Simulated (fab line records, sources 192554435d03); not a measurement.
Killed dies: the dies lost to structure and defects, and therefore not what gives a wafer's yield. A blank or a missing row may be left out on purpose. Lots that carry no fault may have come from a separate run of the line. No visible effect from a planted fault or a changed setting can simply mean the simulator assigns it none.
fab line records + flow n5Finfet
record:
- lots: 15
- wafers: 43
- lastDay: 18
route steps=1938 shown BEOL_M5@1185 BEOL_M6@1196
lots that met no fault: from a run of the same line without faults
startH: hours from the record's opening day to when the first of the lot's shown wafers began + waitH: how many hours have passed since the lot's step before this one + " repeats the value in the row above + L1.1+2: a row that stands for several wafers + - either no value or no given start + * or withheld: withheld + < > ~ a bound
route shown NAME@n: names a module that has steps shown in the file, with the first one's number in the route + usual: mean/standard deviation taken from wafers without a fault + same: alike in all rows + chamber/n: place in a boat + sites: readings site by site + _std_site: how widely they spread, as a standard deviation + _edge_site: the outer-site mean with the inner-site mean subtracted + radiusMm: for every site, how far away it sits from the centre of the wafer + mask NAME#n: copy n + behind: the most recent tool/chamber to have shaped the wafer + hold: why the lot went on hold/how many hours it stayed there/how the hold came to an end + device: the n, p or np transistor that did not switch + end of line: the route-end tests of the same wafers + for a step that has no rows: nothing shown but its recipe + killed: not the wafer's yield, but the dies lost to structure and defects at the first sort + map: dies across one wafer; x = killed, . = not, _ = none there
set.NAME: setting as actually run; set.NAME@STEP: the setting as run at that earlier step + model.NAME: the simulator's own value behind a step, which no gauge read
a sample of lots followed through the steps of the route, with each step as a table and each wafer as a row
services: when a tool's chamber went out of use (startH, in hours from the record's first day, below 0 if earlier), for how many hours, and the reason
== steps ==
step: N5_BEOL_M5_ANNEAL_51
recipe:
- tempC: 225
- timeS: 90
- ambient: N2
usual:
- wafer_temp_C_max: 225.56/0.19
| lot.wafer | tool         | chamber | startH | waitH | wafer_temp_C_max |
|-----------|--------------|---------|--------|-------|------------------|
| L222.2    | rtpAnneal-02 | 0       | 195.69 | 0.5   | 225.43           |
| L222.4    | "            | 0       | "      | "     | 225.24           |
| L222.6    | "            | 0       | "      | "     | 225.43           |
| L223.3    | rtpAnneal-01 | 0       | 203.37 | 0.1   | 225.55           |
| L223.4    | "            | 0       | "      | "     | 225.70           |
| L223.6    | "            | 0       | "      | "     | 225.69           |
| L225.1    | rtpAnneal-01 | 0       | 204.52 | 0.1   | 225.70           |
| L225.2    | "            | 0       | "      | "     | 225.28           |
| L225.5    | "            | 0       | "      | "     | 225.73           |
| L226.1    | rtpAnneal-02 | 0       | 213.16 | 0.1   | 225.46           |
| L226.3    | "            | 0       | "      | "     | 225.54           |
| L226.5    | "            | 0       | "      | "     | 226.08           |
| L227.4    | rtpAnneal-01 | 0       | 215.58 | 0.2   | 225.65           |
| L227.5    | "            | 0       | "      | "     | 225.61           |
| L227.6    | "            | 0       | "      | "     | 225.77           |
| L228.2    | rtpAnneal-01 | 0       | 228.07 | 0.1   | 225.61           |
| L228.3    | "            | 0       | "      | "     | 225.34           |
| L228.4    | "            | 0       | "      | "     | 225.41           |
| L235.1    | rtpAnneal-02 | 0       | 271.04 | 0.1   | 225.36           |
| L235.5    | "            | 0       | "      | "     | 225.54           |
| L235.6    | "            | 0       | "      | "     | 225.40           |
| L233.2    | rtpAnneal-02 | 0       | 273.58 | 0.2   | 225.55           |
| L233.3    | "            | 0       | "      | "     | 225.31           |
| L233.6    | "            | 0       | "      | "     | 225.32           |
| L236.1    | rtpAnneal-01 | 0       | 279.00 | 0.1   | 225.79           |
| L236.2    | "            | 0       | "      | "     | 226.06           |
| L236.6    | "            | 0       | "      | "     | 225.65           |
| L239.2    | rtpAnneal-01 | 0       | 284.01 | 0.2   | 225.46           |
| L239.6    | "            | 0       | "      | "     | 225.41           |
| L237.1    | rtpAnneal-01 | 0       | 284.24 | 0.4   | 225.82           |
| L237.4    | "            | 0       | "      | "     | 225.44           |
| L237.5    | "            | 0       | "      | "     | 225.24           |
| L240.5    | rtpAnneal-01 | 0       | 301.47 | 0.5   | 225.30           |
| L240.6    | "            | 0       | "      | "     | 225.44           |
| L241.2    | rtpAnneal-02 | 0       | 316.67 | 0.1   | 225.64           |
| L241.3    | "            | 0       | "      | "     | 225.61           |
| L241.4    | "            | 0       | "      | "     | 225.85           |
| L243.3    | rtpAnneal-02 | 0       | 320.51 | 0.1   | 225.65           |
| L243.4    | "            | 0       | "      | "     | 225.68           |
| L243.5    | "            | 0       | "      | "     | 225.98           |
| L244.2    | rtpAnneal-02 | 0       | 324.32 | 0.1   | 225.59           |
| L244.4    | "            | 0       | "      | "     | 225.80           |
| L244.5    | "            | 0       | "      | "     | 225.66           |
step: N5_BEOL_M5_CMP_52
recipe:
- stopOn: SiCOH_lowk
- tOverpolishS: 6.9
- downForcePsi: 1
- platenRpm: 50
- clearingPlatenDownForcePsi: 1.5
- clearingPlatenRpm: 50
- postCmpClean: cuAlkaline
- targetThkNm: 62
- clearingPlatenPadVelocityMS: 0.99484
- padVelocityMS: 0.99484
usual:
- barrierFieldEndpointS: 24.5/0.74
- motorCurrentA: 6.1/0.49
- overpolishRunS: 6.900/0.0084
- timeToEndpointS: 62.0/3
| lot.wafer | tool   | chamber | startH | waitH | barrierFieldEndpointS | motorCurrentA | overpolishRunS | timeToEndpointS |
|-----------|--------|---------|--------|-------|-----------------------|---------------|----------------|-----------------|
| L222.2    | cmp-02 | 0       | 195.98 | 0.2   | 23.8                  | 6.6           | 6.907          | 60.1            |
| L222.4    | "      | 1       | "      | "     | 23.5                  | 6.3           | 6.899          | 58.7            |
| L222.6    | "      | 0       | "      | "     | 23.9                  | 6.5           | 6.906          | 62.3            |
| L223.4    | cmp-04 | 3       | 203.58 | 0.1   | 24.5                  | 6.5           | 6.903          | 56.6            |
| L223.3    | "      | 2       | "      | "     | 23.8                  | 6.1           | 6.906          | 57.7            |
| L223.6    | "      | 0       | "      | "     | 24.5                  | 5.9           | 6.892          | 59.2            |
| L225.1    | cmp-01 | 2       | 204.82 | 0.3   | 24.8                  | 5.5           | 6.892          | 64.2            |
| L225.2    | "      | 3       | "      | "     | 24.6                  | 5.9           | 6.902          | 64.1            |
| L225.5    | "      | 2       | "      | "     | 25.5                  | 5.4           | 6.897          | 64.0            |
| L226.3    | cmp-04 | 3       | 213.53 | 0.2   | 23.5                  | 6.7           | 6.904          | 59.0            |
| L226.1    | "      | 0       | "      | "     | 23.6                  | 5.9           | 6.901          | 60.8            |
| L226.5    | "      | 1       | "      | "     | 24.2                  | 6.5           | 6.896          | 60.7            |
| L227.4    | cmp-04 | 0       | 215.81 | 0.2   | 24.6                  | 5.4           | 6.907          | 64.0            |
| L227.5    | "      | 2       | "      | "     | 24.1                  | 6.2           | 6.898          | 58.7            |
| L227.6    | "      | 3       | "      | "     | 24.5                  | 6.7           | 6.902          | 60.9            |
| L228.4    | cmp-02 | 3       | 228.32 | 0.1   | 25.3                  | 6.7           | 6.887          | 64.6            |
| L228.2    | "      | 1       | "      | "     | 24.1                  | 6.4           | 6.902          | 60.8            |
| L228.3    | "      | 2       | "      | "     | 24.7                  | 5.6           | 6.906          | 59.9            |
| L235.1    | cmp-02 | 2       | 271.39 | 0.3   | 24.4                  | 5.5           | 6.904          | 60.9            |
| L235.5    | "      | 1       | "      | "     | 25.3                  | 6.5           | 6.906          | 63.3            |
| L235.6    | "      | 2       | "      | "     | 24.5                  | 5.3           | 6.898          | 61.5            |
| L233.2    | cmp-02 | 1       | 274.03 | 0.4   | 23.9                  | 7.0           | 6.889          | 62.1            |
| L233.3    | "      | 0       | "      | "     | 24.5                  | 6.9           | 6.927          | 64.3            |
| L233.6    | "      | 2       | "      | "     | 24.2                  | 5.5           | 6.892          | 59.8            |
| L236.1    | cmp-02 | 3       | 279.30 | 0.3   | 24.5                  | 6.3           | 6.894          | 63.4            |
| L236.2    | "      | 2       | "      | "     | 23.3                  | 5.5           | 6.883          | 59.6            |
| L236.6    | "      | 0       | "      | "     | 24.4                  | 6.4           | 6.901          | 60.9            |
| L239.2    | cmp-01 | 1       | 284.34 | 0.3   | 23.4                  | 6.4           | 6.908          | 61.0            |
| L239.6    | "      | 0       | "      | "     | 25.8                  | 5.6           | 6.895          | 67.0            |
| L237.1    | cmp-02 | 2       | 284.53 | 0.3   | 25.3                  | 5.5           | 6.902          | 63.2            |
| L237.4    | "      | 0       | "      | "     | 26.0                  | 6.4           | 6.913          | 64.2            |
| L237.5    | "      | 2       | "      | "     | 25.0                  | 5.5           | 6.900          | 60.4            |
| L240.5    | cmp-01 | 3       | 301.74 | 0.2   | 25.7                  | 6.2           | 6.903          | 64.4            |
| L240.6    | "      | 0       | "      | "     | 26.8                  | 5.7           | 6.892          | 65.9            |
| L241.4    | cmp-04 | 2       | 316.96 | 0.2   | 24.2                  | 6.5           | 6.899          | 59.2            |
| L241.2    | "      | 3       | "      | "     | 23.8                  | 6.7           | 6.909          | 58.4            |
| L241.3    | "      | 0       | "      | "     | 24.2                  | 5.4           | 6.889          | 61.4            |
| L243.3    | cmp-02 | 3       | 320.75 | 0.2   | 25.2                  | 6.4           | 6.911          | 66.4            |
| L243.4    | "      | 1       | "      | "     | 24.4                  | 6.7           | 6.908          | 60.5            |
| L243.5    | "      | 3       | "      | "     | 24.8                  | 6.2           | 6.892          | 62.8            |
| L244.4    | cmp-02 | 2       | 324.61 | 0.2   | 24.2                  | 5.5           | 6.889          | 56.4            |
| L244.2    | "      | 0       | "      | "     | 25.5                  | 6.5           | 6.887          | 62.7            |
| L244.5    | "      | 1       | "      | "     | 25.0                  | 6.4           | 6.896          | 60.2            |
step: N5_BEOL_M6_THK_MEAS_01
recipe:
- reads: SiCOH_lowk_of_BEOL_M6_ILD_DEP_00
usual:
- M6_ILD_THK: 156.1/2
| lot.wafer | tool         | chamber | startH | waitH | M6_ILD_THK[nm] |
|-----------|--------------|---------|--------|-------|----------------|
| L222.2    | filmMetro-01 | -       | 197.22 | 0.4   | 152.6          |
| L222.4    | "            | -       | "      | "     | 156.1          |
| L222.6    | "            | -       | "      | "     | 156.6          |
| L223.3    | filmMetro-01 | -       | 205.28 | 0.5   | 151.9          |
| L223.4    | "            | -       | "      | "     | 155.5          |
| L223.6    | "            | -       | "      | "     | 156.2          |
| L225.1    | filmMetro-02 | -       | 206.15 | 0.4   | 151.1          |
| L225.2    | "            | -       | "      | "     | 154.3          |
| L225.5    | "            | -       | "      | "     | 159.3          |
| L226.1    | filmMetro-01 | -       | 214.84 | 0.4   | 155.8          |
| L226.3    | "            | -       | "      | "     | 155.6          |
| L226.5    | "            | -       | "      | "     | 155.7          |
| L227.4    | filmMetro-02 | -       | 217.03 | 0.2   | 157.4          |
| L227.5    | "            | -       | "      | "     | 155.9          |
| L227.6    | "            | -       | "      | "     | 160.0          |
| L228.2    | filmMetro-01 | -       | 229.55 | 0.4   | 152.5          |
| L228.3    | "            | -       | "      | "     | 154.6          |
| L228.4    | "            | -       | "      | "     | 154.2          |
| L235.1    | filmMetro-01 | -       | 272.54 | 0.4   | 154.6          |
| L235.5    | "            | -       | "      | "     | 156.6          |
| L235.6    | "            | -       | "      | "     | 158.4          |
| L233.2    | filmMetro-01 | -       | 275.23 | 0.4   | 156.1          |
| L233.3    | "            | -       | "      | "     | 157.2          |
| L233.6    | "            | -       | "      | "     | 159.6          |
| L236.1    | filmMetro-01 | -       | 280.49 | 0.4   | 155.9          |
| L236.2    | "            | -       | "      | "     | 153.7          |
| L236.6    | "            | -       | "      | "     | 156.0          |
| L239.2    | filmMetro-01 | -       | 285.47 | 0.4   | 154.1          |
| L239.6    | "            | -       | "      | "     | 155.9          |
| L237.1    | filmMetro-01 | -       | 285.73 | 0.4   | 154.1          |
| L237.4    | "            | -       | "      | "     | 158.0          |
| L237.5    | "            | -       | "      | "     | 159.1          |
| L240.5    | filmMetro-02 | -       | 302.78 | 0.1   | 158.6          |
| L240.6    | "            | -       | "      | "     | 157.6          |
| L241.2    | filmMetro-01 | -       | 318.12 | 0.4   | 154.7          |
| L241.3    | "            | -       | "      | "     | 155.7          |
| L241.4    | "            | -       | "      | "     | 158.6          |
| L243.3    | filmMetro-01 | -       | 321.94 | 0.3   | 155.2          |
| L243.4    | "            | -       | "      | "     | 156.8          |
| L243.5    | "            | -       | "      | "     | 158.6          |
| L244.2    | filmMetro-02 | -       | 326.17 | 0.4   | 153.6          |
| L244.4    | "            | -       | "      | "     | 155.0          |
| L244.5    | "            | -       | "      | "     | 157.3          |
step: N5_BEOL_M6_ETCH_62
recipe:
- chemistry: N2/H2
- target: SOC
- targetDepthA: 1100
- overetchA: 220
- maskMaterial: SiARC
- tempC: 40
- timeS: 165
- ionEnergyEv: 200
- pressureMtorr: 30
- sourceW: 840
- biasW: 150
- n2FlowSccm: 200
- h2FlowSccm: 200
usual:
- biasW: 150.0/0.41
- chamberPressureMTorr: 29.996/0.029
- drypumpMotorCurrentA: 5.9/0.38
- oesProductAu: 0.70/0.061
- rfVppV: 524.4/2.1
- showerheadPlenumPTorr: 2.56/0.067
- throttleValvePct: 17.81/0.23
| lot.wafer | tool       | chamber | startH | waitH | biasW | chamberPressureMTorr | drypumpMotorCurrentA | oesProductAu | rfHoursCounterH | rfVppV | showerheadPlenumPTorr | throttleValvePct |
|-----------|------------|---------|--------|-------|-------|----------------------|----------------------|--------------|-----------------|--------|-----------------------|------------------|
| L222.2    | rieDiel-01 | 3       | 199.58 | 0.0   | 150.4 | 29.945               | 5.3                  | 0.74         | 34              | 528.4  | 2.68                  | 17.84            |
| L222.4    | "          | 2       | "      | "     | 150.0 | 30.000               | 5.9                  | 0.60         | 238             | 524.9  | 2.60                  | 17.89            |
| L222.6    | "          | 0       | "      | "     | 150.2 | 29.963               | 6.0                  | 0.72         | -               | 527.8  | 2.70                  | 17.75            |
| L223.3    | rieDiel-02 | 2       | 206.05 | 0.0   | -     | -                    | -                    | -            | -               | -      | -                     | -                |
| L223.4    | "          | 3       | "      | "     | -     | -                    | -                    | -            | -               | -      | -                     | -                |
| L223.6    | "          | 2       | "      | "     | -     | -                    | -                    | -            | -               | -      | -                     | -                |
| L225.1    | rieDiel-06 | 2       | 207.96 | 0.0   | -     | -                    | -                    | -            | -               | -      | -                     | -                |
| L225.2    | "          | 0       | "      | "     | -     | -                    | -                    | -            | -               | -      | -                     | -                |
| L225.5    | "          | 0       | "      | "     | -     | -                    | -                    | -            | -               | -      | -                     | -                |
| L226.1    | rieDiel-06 | 2       | 217.60 | 0.0   | -     | -                    | -                    | -            | -               | -      | -                     | -                |
| L226.3    | "          | 1       | "      | "     | -     | -                    | -                    | -            | -               | -      | -                     | -                |
| L226.5    | "          | 1       | "      | "     | -     | -                    | -                    | -            | -               | -      | -                     | -                |
| L227.4    | rieDiel-02 | 0       | 218.21 | 0.0   | 150.2 | 30.004               | 6.0                  | 0.70         | 74              | 524.5  | 2.57                  | 17.62            |
| L227.5    | "          | 2       | "      | "     | 150.5 | 30.008               | 6.2                  | 0.73         | -               | 525.4  | 2.57                  | 17.35            |
| L227.6    | "          | 1       | "      | "     | 149.6 | 30.057               | 5.5                  | 0.60         | -               | 526.5  | 2.59                  | 17.99            |
| L228.2    | rieDiel-01 | 3       | 230.63 | 0.0   | 149.8 | 30.002               | 5.3                  | 0.72         | 46              | 527.5  | 2.67                  | 17.86            |
| L228.3    | "          | 1       | "      | "     | 150.0 | 30.021               | 6.0                  | 0.77         | 15              | 522.9  | 2.50                  | 17.68            |
| L228.4    | "          | 2       | "      | "     | 150.0 | 30.001               | 5.9                  | 0.58         | 245             | 526.1  | 2.60                  | 17.90            |
| L235.1    | rieDiel-01 | 1       | 273.96 | 0.0   | 150.2 | 30.062               | 6.1                  | 0.76         | 31              | 521.5  | 2.49                  | 17.72            |
| L235.5    | "          | 3       | "      | "     | 150.0 | 29.974               | 5.3                  | 0.70         | -               | 528.2  | 2.67                  | 17.88            |
| L235.6    | "          | 2       | "      | "     | 149.5 | 29.973               | 5.9                  | 0.85         | -               | 525.8  | 2.59                  | 17.50            |
| L233.2    | rieDiel-02 | 0       | 276.21 | 0.0   | 149.5 | 30.025               | 6.0                  | 0.69         | 92              | 524.0  | 2.57                  | 17.64            |
| L233.3    | "          | 2       | "      | "     | 150.3 | 29.962               | 6.2                  | 0.71         | 78              | 524.3  | 2.57                  | 17.40            |
| L233.6    | "          | 2       | "      | "     | 149.9 | 30.069               | 6.2                  | 0.71         | -               | 524.6  | 2.57                  | 17.40            |
| L236.1    | rieDiel-06 | 3       | 282.78 | 0.0   | 149.6 | 30.011               | 5.3                  | 0.57         | 243             | 523.7  | 2.49                  | 18.21            |
| L236.2    | "          | 1       | "      | "     | 149.4 | 29.989               | 6.5                  | 0.72         | 52              | 524.9  | 2.58                  | 17.93            |
| L236.6    | "          | 2       | "      | "     | 149.2 | 29.968               | 5.7                  | 0.70         | -               | 522.7  | 2.47                  | 17.86            |
| L239.2    | rieDiel-06 | 3       | 287.59 | 0.0   | 149.0 | 30.008               | 5.4                  | 0.56         | 244             | 522.2  | 2.49                  | 18.23            |
| L239.6    | "          | 2       | "      | "     | 149.7 | 30.028               | 5.7                  | 0.70         | -               | 521.1  | 2.47                  | 17.87            |
| L237.1    | rieDiel-06 | 0       | 287.84 | 0.0   | 150.1 | 30.041               | 6.2                  | 0.70         | 64              | 522.4  | 2.47                  | 18.09            |
| L237.4    | "          | 3       | "      | "     | 150.4 | 29.997               | 5.4                  | 0.57         | 244             | 522.5  | 2.49                  | 18.21            |
| L237.5    | "          | 2       | "      | "     | 150.0 | 29.991               | 5.7                  | 0.70         | -               | 521.8  | 2.47                  | 17.87            |
| L240.5    | rieDiel-06 | 0       | 304.79 | 0.1   | 150.1 | 29.977               | 6.2                  | 0.70         | -               | 522.0  | 2.47                  | 18.10            |
| L240.6    | "          | 2       | "      | "     | 150.8 | 30.034               | 5.7                  | 0.70         | -               | 522.2  | 2.47                  | 17.89            |
| L241.2    | rieDiel-02 | 1       | 320.54 | 0.0   | 149.5 | 29.996               | 5.5                  | 0.84         | 0               | 528.0  | 2.58                  | 17.67            |
| L241.3    | "          | 2       | "      | "     | 149.9 | 30.006               | 6.2                  | 0.70         | 95              | 522.7  | 2.56                  | 17.41            |
| L241.4    | "          | 0       | "      | "     | 149.9 | 29.949               | 6.0                  | 0.68         | 109             | 523.8  | 2.56                  | 17.70            |
| L243.3    | rieDiel-02 | 3       | 324.90 | 0.0   | 150.7 | 30.049               | 5.5                  | 0.69         | 72              | 523.2  | 2.58                  | 17.59            |
| L243.4    | "          | 2       | "      | "     | 149.3 | 29.996               | 6.2                  | 0.70         | 96              | 524.0  | 2.56                  | 17.43            |
| L243.5    | "          | 1       | "      | "     | 149.9 | 30.007               | 5.6                  | 0.84         | -               | 524.9  | 2.58                  | 17.68            |
| L244.2    | rieDiel-02 | 1       | 327.36 | 0.0   | 149.3 | 30.009               | 5.5                  | 0.82         | 3               | 525.6  | 2.58                  | 17.68            |
| L244.4    | "          | 0       | "      | "     | 150.5 | 30.035               | 6.0                  | 0.67         | 111             | 523.8  | 2.56                  | 17.70            |
| L244.5    | "          | 0       | "      | "     | 150.6 | 30.001               | 6.0                  | 0.67         | -               | 523.9  | 2.56                  | 17.70            |
step: N5_BEOL_M6_HM_OPEN_17
recipe:
- chemistry: Cl2/BCl3
- targetDepthA: 200
- overetchA: 60
- target: TiN
- maskMaterial: SOC
- ionEnergyEv: 150
- pressureMtorr: 10
- icpW: 1000
- biasW: 126
- Cl2_flow_sccm: 53.25
- bcl3FlowSccm: 21.75
- Ar_flow_sccm: 25
usual:
- drypumpMotorCurrentA: 5.78/0.22
- oesProductAu: 0.66/0.048
- throttleValvePct: 22.10/0.25
| lot.wafer | tool        | chamber | startH | waitH | drypumpMotorCurrentA | oesProductAu | rfHoursCounterH | throttleValvePct |
|-----------|-------------|---------|--------|-------|----------------------|--------------|-----------------|------------------|
| L222.2    | rieMetal-02 | 0       | 199.77 | 0.0   | 5.63                 | 0.67         | 32              | 22.02            |
| L222.4    | "           | 0       | "      | "     | 5.64                 | 0.66         | -               | 22.04            |
| L222.6    | "           | 0       | "      | "     | 5.64                 | 0.66         | -               | 22.03            |
| L223.3    | rieMetal-03 | 1       | 206.27 | 0.1   | 6.07                 | 0.34         | -               | 23.11            |
| L223.4    | "           | 0       | "      | "     | 6.00                 | 0.28         | -               | 22.52            |
| L223.6    | "           | 0       | "      | "     | 6.01                 | 0.27         | -               | 22.54            |
| L225.1    | rieMetal-02 | 1       | 208.15 | 0.0   | 5.45                 | 0.29         | 41              | 22.62            |
| L225.2    | "           | 0       | "      | "     | 5.63                 | 0.29         | 33              | 22.68            |
| L225.5    | "           | 0       | "      | "     | 5.65                 | 0.29         | -               | 22.67            |
| L226.1    | rieMetal-02 | 0       | 217.78 | 0.0   | 5.64                 | 0.29         | 34              | 22.66            |
| L226.3    | "           | 0       | "      | "     | 5.63                 | 0.29         | -               | 22.68            |
| L226.5    | "           | 1       | "      | "     | 5.45                 | 0.28         | -               | 22.63            |
| L227.4    | rieMetal-02 | 0       | 218.42 | 0.1   | 5.63                 | 0.66         | -               | 22.02            |
| L227.5    | "           | 1       | "      | "     | 5.46                 | 0.65         | -               | 21.98            |
| L227.6    | "           | 0       | "      | "     | 5.63                 | 0.66         | -               | 22.04            |
| L228.2    | rieMetal-01 | 0       | 230.82 | 0.0   | 5.82                 | 0.65         | 47              | 21.81            |
| L228.3    | "           | 0       | "      | "     | 5.83                 | 0.65         | -               | 21.81            |
| L228.4    | "           | 1       | "      | "     | 5.81                 | 0.65         | -               | 22.50            |
| L235.1    | rieMetal-03 | 0       | 274.15 | 0.0   | 6.00                 | 0.62         | 65              | 21.88            |
| L235.5    | "           | 0       | "      | "     | 6.02                 | 0.63         | -               | 21.87            |
| L235.6    | "           | 1       | "      | "     | 6.07                 | 0.76         | -               | 22.43            |
| L233.2    | rieMetal-02 | 0       | 276.40 | 0.0   | 5.63                 | 0.64         | 38              | 22.04            |
| L233.3    | "           | 1       | "      | "     | 5.47                 | 0.63         | -               | 22.00            |
| L233.6    | "           | 0       | "      | "     | 5.64                 | 0.65         | -               | 22.04            |
| L236.1    | rieMetal-03 | 0       | 282.97 | 0.0   | 6.02                 | 0.63         | 66              | 21.89            |
| L236.2    | "           | 1       | "      | "     | 6.03                 | 0.75         | 10              | 22.46            |
| L236.6    | "           | 1       | "      | "     | 6.08                 | 0.76         | -               | 22.46            |
| L239.2    | rieMetal-01 | 1       | 287.77 | 0.0   | 5.82                 | 0.65         | 48              | 22.50            |
| L239.6    | "           | 1       | "      | "     | 5.85                 | 0.65         | -               | 22.51            |
| L237.1    | rieMetal-01 | 1       | 288.03 | 0.0   | 5.80                 | 0.64         | 48              | 22.50            |
| L237.4    | "           | 0       | "      | "     | 5.80                 | 0.64         | -               | 21.83            |
| L237.5    | "           | 0       | "      | "     | 5.83                 | 0.64         | -               | 21.84            |
| L240.5    | rieMetal-03 | 0       | 304.97 | 0.1   | 6.05                 | 0.61         | -               | 21.92            |
| L240.6    | "           | 1       | "      | "     | 6.04                 | 0.72         | -               | 22.47            |
| L241.2    | rieMetal-01 | 0       | 320.74 | 0.0   | 5.78                 | 0.63         | 55              | 21.81            |
| L241.3    | "           | 0       | "      | "     | 5.83                 | 0.64         | -               | 21.81            |
| L241.4    | "           | 1       | "      | "     | 5.85                 | 0.64         | -               | 22.53            |
| L243.3    | rieMetal-01 | 0       | 325.11 | 0.1   | 5.84                 | 0.64         | -               | 21.81            |
| L243.4    | "           | 1       | "      | "     | 5.78                 | 0.64         | -               | 22.52            |
| L243.5    | "           | 0       | "      | "     | 5.82                 | 0.63         | -               | 21.83            |
| L244.2    | rieMetal-02 | 1       | 327.54 | 0.0   | 5.44                 | 0.62         | 52              | 22.03            |
| L244.4    | "           | 0       | "      | "     | 5.65                 | 0.64         | -               | 22.03            |
| L244.5    | "           | 1       | "      | "     | 5.45                 | 0.62         | -               | 22.00            |
step: N5_BEOL_M6_CD_MEAS_18
recipe:
- pitchNm: 80
- targetCdNm: 40
usual:
- cdNm: 40.0/0.55
| lot.wafer | tool     | chamber | startH | waitH | cdNm |
|-----------|----------|---------|--------|-------|------|
| L222.2    | cdSem-03 | -       | 199.95 | 0.1   | 40.8 |
| L222.4    | "        | -       | "      | "     | 40.7 |
| L222.6    | "        | -       | "      | "     | 39.7 |
| L223.3    | cdSem-03 | -       | 206.53 | 0.1   | -    |
| L223.4    | "        | -       | "      | "     | -    |
| L223.6    | "        | -       | "      | "     | -    |
| L225.1    | cdSem-01 | -       | 208.33 | 0.0   | -    |
| L225.2    | "        | -       | "      | "     | -    |
| L225.5    | "        | -       | "      | "     | -    |
| L226.1    | cdSem-02 | -       | 218.02 | 0.0   | -    |
| L226.3    | "        | -       | "      | "     | -    |
| L226.5    | "        | -       | "      | "     | -    |
| L227.4    | cdSem-03 | -       | 218.59 | 0.1   | 40.3 |
| L227.5    | "        | -       | "      | "     | 39.7 |
| L227.6    | "        | -       | "      | "     | 39.8 |
| L228.2    | cdSem-03 | -       | 231.00 | 0.1   | 39.9 |
| L228.3    | "        | -       | "      | "     | 40.7 |
| L228.4    | "        | -       | "      | "     | 40.0 |
| L235.1    | cdSem-03 | -       | 274.48 | 0.0   | 40.1 |
| L235.5    | "        | -       | "      | "     | 39.5 |
| L235.6    | "        | -       | "      | "     | 39.4 |
| L233.2    | cdSem-01 | -       | 276.58 | 0.1   | 39.5 |
| L233.3    | "        | -       | "      | "     | 39.6 |
| L233.6    | "        | -       | "      | "     | 40.2 |
| L236.1    | cdSem-01 | -       | 283.15 | 0.0   | 38.6 |
| L236.2    | "        | -       | "      | "     | 39.0 |
| L236.6    | "        | -       | "      | "     | 40.0 |
| L239.2    | cdSem-03 | -       | 287.96 | 0.1   | 39.7 |
| L239.6    | "        | -       | "      | "     | 40.1 |
| L237.1    | cdSem-02 | -       | 288.21 | 0.0   | 40.1 |
| L237.4    | "        | -       | "      | "     | 40.6 |
| L237.5    | "        | -       | "      | "     | 40.6 |
| L240.5    | cdSem-03 | -       | 305.10 | 0.0   | 39.5 |
| L240.6    | "        | -       | "      | "     | 39.8 |
| L241.2    | cdSem-02 | -       | 320.93 | 0.1   | 40.1 |
| L241.3    | "        | -       | "      | "     | 39.7 |
| L241.4    | "        | -       | "      | "     | 39.9 |
| L243.3    | cdSem-01 | -       | 325.28 | 0.1   | 39.8 |
| L243.4    | "        | -       | "      | "     | 40.0 |
| L243.5    | "        | -       | "      | "     | 39.1 |
| L244.2    | cdSem-01 | -       | 327.72 | 0.1   | 39.9 |
| L244.4    | "        | -       | "      | "     | 40.2 |
| L244.5    | "        | -       | "      | "     | 40.3 |
== services ==
| tool        | chamber | startH | hours | kind                        |
|-------------|---------|--------|-------|-----------------------------|
| rieDiel-02  | 2       | 171.75 | 5.4   | repair                      |
| cmp-02      | -       | 174.63 | 4.3   | pm                          |
| rieMetal-03 | -       | 185.18 | 1.4   | pm                          |
| rieDiel-01  | -       | 189.34 | 0.3   | repair                      |
| cmp-04      | -       | 199.30 | 4.0   | pm                          |
| cmp-01      | -       | 207.51 | 4.9   | pm                          |
| rieMetal-03 | -       | 211.04 | 2.8   | pm                          |
| cmp-02      | -       | 214.68 | 4.4   | repair                      |
| rieDiel-01  | 2       | 218.92 | 9.9   | repair                      |
| rieDiel-02  | 0       | 219.88 | 3.8   | repair                      |
| cmp-01      | -       | 221.30 | 2.3   | repair                      |
| cmp-04      | -       | 239.55 | 1.1   | repair                      |
| rieDiel-01  | 2       | 254.45 | 7.3   | repair                      |
| cmp-01      | -       | 268.13 | 1.9   | repair                      |
| cmp-04      | -       | 270.86 | 6.2   | pm                          |
| rieMetal-02 | 0       | 279.63 | 9.4   | repair                      |
| cmp-01      | -       | 289.09 | 4.0   | pm                          |
| cmp-02      | -       | 297.12 | 0.5   | repair                      |
| rieDiel-02  | 1       | 302.20 | -     | clean                       |
| rieDiel-02  | 1       | 302.20 | -     | consumableReplace:focusRing |
| rieDiel-02  | 1       | 302.20 | 17.0  | scheduledDown               |
| rieDiel-02  | 1       | 302.20 | 17.0  | ventCycle                   |
| rieDiel-01  | 2       | 315.73 | 7.1   | repair                      |
| cmp-02      | -       | 321.56 | 0.3   | repair                      |
== key ==
firstSign:
- step: N5_BEOL_M6_ETCH_62
- reading: toolRecord
- direction: missing
effect:
- step: N5_BEOL_M6_HM_OPEN_17
- reading: oesProductAu
- direction: down
- sigmas: 7.8
- usual: 0.66
- struck: 0.29
effect:
- step: N5_BEOL_M6_CD_MEAS_18
- reading: cdNm
- direction: missing
metAt N5_BEOL_M6_ETCH_62
struckLots L223,L225,L226
laterRowsLeftOut L223.3,L223.4,L223.6,L225.1,L225.2,L225.5,L226.1,L226.3,L226.5
sortLeftOut L223.3,L223.4,L223.6,L225.1,L225.2,L225.5,L226.1,L226.3,L226.5
notActingAt N5_BEOL_M5_ANNEAL_51,N5_BEOL_M5_CMP_52,N5_BEOL_M6_THK_MEAS_01
fault:
- kind: skippedStepWhole
- tool: rieDiel-02,rieDiel-06
- chamber: -
- onsetH: 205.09
- steps: N5_BEOL_M6_ETCH_62
- scope: struckLotsOnly
sortLeftOut: the simulated sort isn't trusted on such a fault, so these wafers' sort isn't shown, and their yield isn't known
laterRowsLeftOut: the simulator's readings of these wafers behind a module that went badly wrong aren't trusted and aren't shown, but for the sort
